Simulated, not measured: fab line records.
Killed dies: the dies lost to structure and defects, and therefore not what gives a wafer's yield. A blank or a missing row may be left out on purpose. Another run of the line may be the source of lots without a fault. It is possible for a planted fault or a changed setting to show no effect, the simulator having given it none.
Chamber matching + flow nand-harc + NHARC_P_M2_ETCH_35 on rie-diel-04: 4 sister chambers
The step etches the open film in N2/H2, target depth 40 nm, overetch 12 nm, time 43.94 s. 15 wafers are shown with their chamber, then 7 later ones without.

WAFERS WITH THEIR CHAMBER
| wafer  | chamber | rf-vpp-V (V) | run-length-s (s) | throttle-valve-pct (%) |
|--------|---------|--------------|------------------|------------------------|
| L580.2 | 1       | 429.7        | 64.9             | 14.176                 |
| L580.3 | 0       | 431.2        | 65.3             | 14.166                 |
| L580.6 | 2       | 427.6        | 65.1             | 14.175                 |
| L582.2 | 3       | 428.1        | 65.9             | 14.175                 |
| L582.4 | 1       | 427.3        | 64.7             | 14.176                 |
| L582.5 | 1       | 428.3        | 65.2             | 14.166                 |
| L584.1 | 2       | 428.5        | 65.3             | 14.165                 |
| L584.4 | 0       | 431.0        | 65.6             | 14.166                 |
| L584.6 | 1       | 428.9        | 65.3             | 14.163                 |
| L585.2 | 3       | 428.6        | 65.6             | 14.177                 |
| L585.3 | 1       | 428.8        | 64.8             | 14.165                 |
| L585.6 | 2       | 428.4        | 65.0             | 14.168                 |
| L587.1 | 1       | 429.0        | 64.7             | 14.180                 |
| L587.4 | 1       | 428.2        | 64.7             | 14.153                 |
| L587.6 | 3       | 428.7        | 66.0             | 14.175                 |

SIGNATURES (means of the wafers above)
| reading            | chamber 0 | chamber 1 | chamber 2 | chamber 3 | scatter within a chamber |
|--------------------|-----------|-----------|-----------|-----------|--------------------------|
| rf-vpp-V           | 431.100   | 428.600   | 428.167   | 428.467   | 0.614                    |
| run-length-s       | 65.450    | 64.900    | 65.133    | 65.833    | 0.225                    |
| throttle-valve-pct | 14.16600  | 14.16843  | 14.16933  | 14.17567  | 0.00732                  |
Rule: for each reading, subtract the chamber's mean from the wafer's reading, divide by that reading's scatter and square the result; add these up over the readings and take the root, which gives the wafer's distance from the chamber. If the next closest chamber is less than 2 further off than the closest, the wafer can't be placed; otherwise it belongs to the closest. The scatter: the root of (the sum of the squares of (reading less its chamber's mean) over the shown wafers, divided by (wafers less chambers)).

WAFERS WITHOUT THEIR CHAMBER
| wafer  | rf-vpp-V (V) | run-length-s (s) | throttle-valve-pct (%) |
|--------|--------------|------------------|------------------------|
| L589.1 | 428.2        | 65.7             | 14.188                 |
| L589.2 | 429.5        | 65.3             | 14.173                 |
| L589.6 | 431.3        | 65.1             | 14.177                 |
| L592.2 | 430.7        | 65.6             | 14.168                 |
| L592.3 | 428.1        | 65.4             | 14.170                 |
| L592.6 | 427.4        | 65.2             | 14.168                 |
| L598.5 | 427.9        | 65.6             | 14.174                 |

WHICH CHAMBER EACH WENT THROUGH
| wafer  | from the rows above               | in truth |
|--------|-----------------------------------|----------|
| L589.1 | can't be placed: 3 or 2           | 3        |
| L589.2 | can't be placed: 2 or 1 or 0 or 3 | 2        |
| L589.6 | 0                                 | 0        |
| L592.2 | 0                                 | 0        |
| L592.3 | can't be placed: 2 or 3 or 1      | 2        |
| L592.6 | can't be placed: 2 or 1           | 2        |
| L598.5 | can't be placed: 3 or 2 or 1      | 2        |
Placed correctly: 2 of 7. These rows do not allow placing 5 (true chamber among the candidates in 5). Placed wrongly: 0.
